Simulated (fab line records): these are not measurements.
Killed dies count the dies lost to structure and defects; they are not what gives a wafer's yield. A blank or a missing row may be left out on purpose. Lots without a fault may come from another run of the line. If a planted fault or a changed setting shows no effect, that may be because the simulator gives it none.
One fault through the eyes of 2 desks    flow n5_finfet    each desk has only its own numbers; what lay behind them comes last

== DESK OF THE TOOL OWNER: ald_sin-03 ==
The tool's own readings at N5_BEOL_M0_SAQP_SPACER2_ALD_26 (deposits SiO2, target thk 15 nm, pulse time 1 s, purge time 2 s): means of the sampled wafers that have a number, for each lot that ran on this tool. Any lot whose mean is over 4 standard deviations away from the usual mean is out of limits and marked OUT; that distance is given in the brackets.
Columns: A = heater_power_w at N5_BEOL_M0_SAQP_SPACER2_ALD_26, usual 476 W; B = precursor_pulse_height_rel at N5_BEOL_M0_SAQP_SPACER2_ALD_26, usual 0.998
lot   first seen here  A    B
L565  day 5 22:10      441  1.012
L571  day 7 09:05      466  1.022
L573  day 7 23:59      463  0.992
L574  day 8 04:16      459  0.987
L576  day 8 12:37      468  1.014
L577  day 8 19:23      476  0.996
L586  day 11 12:14     493  1.006
Finding of this desk: none of the 7 lots has anything out of limits.

== THE METROLOGY DESK ==
Lot by lot, what the gauges showed, no matter which tool ran the lot: averages of those sampled wafers that carry a number. Any lot whose mean is over 4 standard deviations away from the usual mean is out of limits and marked OUT; that distance is given in the brackets. It has 12 readings, of which 7 appear: the earliest out of limits, and the ones furthest out on some lot.
Columns: A = cd_nm at N5_BEOL_M0_SAQP_CD_MEAS_25, usual 12.80 nm; B = cd_nm at N5_BEOL_M0_SAQP_CD_MEAS_29, usual 14.97 nm; C = DIBL_N at N5_BEOL_M4_RC_MEAS_101, usual 35.9 mV/V; D = ION_P at N5_BEOL_M4_RC_MEAS_101, usual 463 uA/um; E = SS_N at N5_BEOL_M4_RC_MEAS_101, usual 71.4 mV/dec; F = SS_P at N5_BEOL_M4_RC_MEAS_101, usual 73.1 mV/dec; G = VT_P at N5_BEOL_M4_RC_MEAS_101, usual -250.2 mV
lot   first seen here  A      B                C     D    E     F     G
L565  day 5 20:57      12.73  15.07            35.7  461  71.7  72.8  -248.9
L571  day 7 07:43      12.61  14.86            35.8  471  71.7  72.7  -246.4
L573  day 7 22:59      12.65  14.92            35.4  459  70.5  73.1  -251.8
L574  day 8 03:15      12.69  14.95            37.5  469  71.1  73.3  -249.4
L576  day 8 11:31      12.82  17.35 (+11) OUT  33.9  469  71.2  73.2  -249.3
L577  day 8 18:15      12.61  17.25 (+10) OUT  36.3  464  72.0  72.3  -248.8
L583  day 10 06:35     12.85  14.79            35.4  457  71.7  72.9  -253.6
L584  day 10 14:08     12.82  14.91            34.1  459  71.3  72.4  -251.7
L585  day 10 23:29     13.13  15.05            38.2  461  71.9  74.1  -248.9
L586  day 11 11:13     12.95  15.25            35.3  466  71.1  72.9  -249.9
This desk finds L576, L577 out of limits, L576 being first, at day 8 13:21 (cd_nm at N5_BEOL_M0_SAQP_CD_MEAS_29). In limits: L565, L571, L573, L574, L583, L584, L585, L586.

== PUT TOGETHER ==
L576, L577 would have let the metrology desk raise an alarm at day 8 13:21.
The tool owner's desk saw nothing out of limits.
On record at the tool owner's desk: L576, L577, within its limits.
N5_BEOL_M0_SAQP_SPACER2_ALD_26 was run on ald_sin-03 by each of the lots named.

== WHAT WAS PUT IN BY THE SIMULATOR ==
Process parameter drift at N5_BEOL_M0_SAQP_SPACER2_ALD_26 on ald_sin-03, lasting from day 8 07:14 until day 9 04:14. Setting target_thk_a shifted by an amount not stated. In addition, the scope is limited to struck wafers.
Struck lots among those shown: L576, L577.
Delay in hours, fault start to first out-of-limits reading, per desk: metrology desk 6.
